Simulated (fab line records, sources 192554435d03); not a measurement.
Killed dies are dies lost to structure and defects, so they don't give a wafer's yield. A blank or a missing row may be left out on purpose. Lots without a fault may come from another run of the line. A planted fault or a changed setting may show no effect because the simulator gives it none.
Chamber matching | flow n5_finfet | N5_BEOL_M5_CURE_79 on uv_cure-02: 3 sister chambers
The step cures SiCOH lowk, time 240 s. 6 wafers are shown with their chamber, then 12 later ones without.

WAFERS WITH THEIR CHAMBER
wafer  | chamber | wafer_temp_C_max | lamp_power_pct (%)
L080.4 | 1       | 386.0            | 52.19
L080.5 | 1       | 385.7            | 52.31
L085.3 | 2       | 386.0            | 52.28
L085.4 | 2       | 386.7            | 52.29
L084.5 | 0       | 386.4            | 52.37
L084.6 | 0       | 386.2            | 52.38

WAFERS WITHOUT THEIR CHAMBER
wafer  | wafer_temp_C_max | lamp_power_pct (%)
L088.1 | 386.0            | 52.30
L088.2 | 386.0            | 52.27
L088.5 | 385.6            | 52.28
L086.1 | 386.1            | 52.22
L086.3 | 386.0            | 52.37
L086.5 | 386.5            | 52.27
L096.1 | 386.1            | 52.26
L096.2 | 386.1            | 52.43
L096.6 | 386.3            | 52.30
L096.3 | 386.2            | 52.34
L096.4 | 386.1            | 52.39
L096.5 | 386.3            | 52.22

WHICH CHAMBER EACH WENT THROUGH
wafer  | from the rows above          | in truth
L088.1 | can't be placed: 1 or 2 or 0 | 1
L088.2 | can't be placed: 1 or 2 or 0 | 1
L088.5 | can't be placed: 1 or 2 or 0 | 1
L086.1 | can't be placed: 1 or 2      | 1
L086.3 | can't be placed: 0 or 2 or 1 | 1
L086.5 | can't be placed: 2 or 1 or 0 | 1
L096.1 | can't be placed: 1 or 2 or 0 | 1
L096.2 | can't be placed: 0 or 2      | 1
L096.6 | can't be placed: 2 or 0 or 1 | 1
L096.3 | can't be placed: 0 or 2 or 1 | 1
L096.4 | can't be placed: 0 or 2      | 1
L096.5 | can't be placed: 2 or 1 or 0 | 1
Placed correctly: 0 of 12. Can't be placed from these rows: 12 (the true chamber is among the candidates in 10). Placed wrongly: 0.
How it was worked out, from the rows above alone: a wafer's distance from a chamber is the root of the sum, over the readings, of the square of ((its reading less the chamber's mean) divided by the reading's scatter). The wafer belongs to the nearest chamber; if the next one is less than 2 further off, it can't be placed. A chamber's mean is the mean of its shown wafers. The scatter: the root of (the sum of the squares of (reading less its chamber's mean) over the shown wafers, divided by (wafers less chambers)).
